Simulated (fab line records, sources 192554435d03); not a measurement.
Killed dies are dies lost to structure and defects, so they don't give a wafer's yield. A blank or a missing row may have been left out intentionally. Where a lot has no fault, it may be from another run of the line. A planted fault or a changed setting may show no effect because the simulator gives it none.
Matching of chambers + flow n5Finfet + N5_BEOL_M10_ETCH_62 on rieDiel-06: 4 sister chambers
The step etches SOC in N2/H2, target depth 110 nm, overetch 22 nm, time 165 s. 18 wafers are shown with their chamber, then 9 later ones without.

WAFERS PAIRED WITH THEIR CHAMBERS
| wafer  | chamber | drypumpMotorCurrentA (A) | showerheadPlenumPTorr (Torr) | rfVppV (V) |
|--------|---------|--------------------------|------------------------------|------------|
| L074.1 | 2       | 5.8                      | 2.51                         | 523.2      |
| L074.4 | 3       | 5.7                      | 2.60                         | 524.5      |
| L074.5 | 3       | 5.7                      | 2.60                         | 526.5      |
| L078.2 | 1       | 6.2                      | 2.69                         | 528.3      |
| L078.4 | 2       | 5.8                      | 2.51                         | 522.6      |
| L078.6 | 0       | 4.8                      | 2.67                         | 528.9      |
| L080.3 | 3       | 5.7                      | 2.60                         | 524.0      |
| L080.5 | 1       | 6.3                      | 2.69                         | 526.8      |
| L080.6 | 3       | 5.6                      | 2.60                         | 525.9      |
| L085.1 | 3       | 5.7                      | 2.59                         | 524.8      |
| L085.3 | 0       | 4.8                      | 2.67                         | 527.4      |
| L085.5 | 2       | 5.8                      | 2.50                         | 522.2      |
| L086.2 | 2       | 5.8                      | 2.50                         | 522.1      |
| L086.3 | 3       | 5.7                      | 2.59                         | 526.8      |
| L086.6 | 1       | 6.2                      | 2.68                         | 529.2      |
| L087.1 | 2       | 5.8                      | 2.50                         | 523.1      |
| L087.3 | 0       | 4.8                      | 2.66                         | 528.1      |
| L087.6 | 0       | 4.8                      | 2.67                         | 528.3      |

SIGNATURES (averages over the wafers above)
| reading               | chamber 0 | chamber 1 | chamber 2 | chamber 3 | scatter within a chamber |
|-----------------------|-----------|-----------|-----------|-----------|--------------------------|
| drypumpMotorCurrentA  | 4.800     | 6.233     | 5.800     | 5.683     | 0.0327                   |
| showerheadPlenumPTorr | 2.6675    | 2.6867    | 2.5040    | 2.5967    | 0.00531                  |
| rfVppV                | 528.175   | 528.100   | 522.640   | 525.417   | 0.912                    |
Rule: a wafer's distance from a chamber is the root of the sum, over the readings, of the square of ((its reading less the chamber's mean) divided by the reading's scatter). If the next closest chamber is less than 2 further off than the closest, the wafer can't be placed; otherwise it belongs to the closest. The scatter: the root of (the sum of the squares of (reading less its chamber's mean) over the shown wafers, divided by (wafers less chambers)).

WAFERS WITH NO CHAMBER GIVEN
| wafer  | drypumpMotorCurrentA (A) | showerheadPlenumPTorr (Torr) | rfVppV (V) |
|--------|--------------------------|------------------------------|------------|
| L090.1 | 6.2                      | 2.68                         | 526.8      |
| L090.3 | 5.7                      | 2.59                         | 524.3      |
| L090.4 | 5.7                      | 2.59                         | 525.6      |
| L092.1 | 5.8                      | 2.50                         | 522.8      |
| L092.2 | 4.8                      | 2.66                         | 527.6      |
| L092.4 | 6.3                      | 2.68                         | 527.7      |
| L097.1 | 4.8                      | 2.65                         | 527.2      |
| L097.3 | 5.8                      | 2.50                         | 521.2      |
| L097.5 | 4.8                      | 2.65                         | 526.7      |

CHAMBER TAKEN BY EACH
| wafer  | from the rows above | in truth |
|--------|---------------------|----------|
| L090.1 | 1                   | 1        |
| L090.3 | 3                   | 3        |
| L090.4 | 3                   | 3        |
| L092.1 | 2                   | 2        |
| L092.2 | 0                   | 0        |
| L092.4 | 1                   | 1        |
| L097.1 | 0                   | 0        |
| L097.3 | 2                   | 2        |
| L097.5 | 0                   | 0        |
Correct placement for 9 of the 9. Number that these rows cannot place: 0. Wrongly placed: 0.
